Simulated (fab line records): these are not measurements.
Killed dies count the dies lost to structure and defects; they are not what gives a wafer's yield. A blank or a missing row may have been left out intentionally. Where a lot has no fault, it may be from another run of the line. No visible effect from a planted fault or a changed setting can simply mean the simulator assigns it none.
3 desks looking at one fault	flow n5 finfet	only its own numbers are on each desk; what lay behind them is given at the end

== METROLOGY DESK ==
What the gauges read for every lot (on any tool): the sampled wafers with a number, averaged. A lot is out of limits, marked OUT, if its mean lies more than 4 standard deviations from the usual mean; the brackets give that distance. It has 11 readings, of which 7 appear: the earliest out of limits, and the ones furthest out on some lot.
Columns: A = DIBL_P at N5_BEOL_M4_RC_MEAS_101, usual 36.0 mV/V; B = IOFF_P at N5_BEOL_M4_RC_MEAS_101, usual 0.22 nA/um; C = ION_N at N5_BEOL_M4_RC_MEAS_101, usual 672 uA/um; D = ION_P at N5_BEOL_M4_RC_MEAS_101, usual 462 uA/um; E = SS_P at N5_BEOL_M4_RC_MEAS_101, usual 73.3 mV/dec; F = VT_P at N5_BEOL_M4_RC_MEAS_101, usual -249 mV; G = cd nm at N5_BEOL_M10_CD_MEAS_28, usual 69.8 nm
lot	first seen here	A	B	C	D	E	F	G
L548	day 8 07:45	36.9	0.25	673	465	73.4	-246	69.7
L549	day 8 11:30	36.4	0.23	685	465	73.3	-250	69.8
L551	day 8 23:58	38.2	0.25	672	463	73.6	-250	80.6 (+12) OUT
L553	day 9 13:12	33.7	0.17	661	455	72.1	-251	79.3 (+10) OUT
L554	day 9 17:12	35.6	0.23	669	462	73.4	-249	77.1 (+8.1) OUT
L555	day 9 18:18	34.6	0.20	671	462	72.6	-250	70.5
L564	day 12 05:41	36.2	0.19	656	452	73.0	-252	70.8
L566	day 14 01:11	37.8	0.27	681	473	73.6	-245	68.5
L570	day 14 21:55	35.5	0.17	659	452	72.7	-253	68.3
This desk finds L551, L553, L554 out of limits, L551 being first, at day 10 23:44 (cd nm at N5_BEOL_M10_CD_MEAS_28). In limits: L548, L549, L555, L564, L566, L570.

== TOOL OWNER'S DESK, arfi scanner-01 ==
The tool's own readings at N5_BEOL_M10_EXPOSE_25 (exposes mask V9): means of the sampled wafers that have a number, for each lot that ran on this tool. A lot is out of limits, marked OUT, if its mean lies more than 4 standard deviations from the usual mean; the brackets give that distance.
Columns: A = exposure dose mJ cm2 at N5_BEOL_M10_EXPOSE_25, usual 85.43
lot	first seen here	A
L548	day 10 06:32	85.46
L549	day 10 14:02	85.40
L551	day 10 23:37	97.07 (+99 or more) OUT
L553	day 11 10:34	94.77 (+99 or more) OUT
L554	day 11 14:56	92.91 (+95) OUT
This desk finds L551, L553, L554 out of limits, L551 being first, at day 10 23:37 (exposure dose mJ cm2 at N5_BEOL_M10_EXPOSE_25). In limits: L548, L549.

== THE DEFECT DESK ==
What the inspections along the route counted, lot by lot: means of the sampled wafers that have a number. A lot is out of limits, marked OUT, if its mean lies more than 4 standard deviations from the usual mean; the brackets give that distance.
Columns: A = raw defect count at N5_BEOL_M9_INSPECT_58, usual 64
lot	first seen here	A
L548	day 10 01:30	97
L549	day 10 09:59	61
L551	day 10 20:55	57
L553	day 11 07:10	59
L554	day 11 12:02	85
L555	day 11 12:19	59
L564	day 14 01:27	54
L566	day 16 02:35	69
L570	day 17 07:41	47
Finding of this desk: none of the 9 lots has anything out of limits.

== TAKEN TOGETHER ==
At day 10 23:37, on L551, L553, L554, the tool owner's desk was in a position to raise an alarm.
L551, L553, L554 would have let the metrology desk raise an alarm at day 10 23:44.
The defect desk saw nothing out of limits.
The defect desk has L551, L553, L554 on record, within its limits.
All the named lots went through N5_BEOL_M10_EXPOSE_25 on arfi scanner-01.

== WHAT THE SIMULATOR HAD PUT IN ==
Process parameter drift: arfi scanner-01, from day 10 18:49 on, at N5_BEOL_M10_EXPOSE_25. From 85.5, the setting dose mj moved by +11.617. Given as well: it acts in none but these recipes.
Lots struck among those shown: L551, L553, L554.
Fault start to first reading out of limits, in hours, per desk: tool owner, 5; metrology, 5.
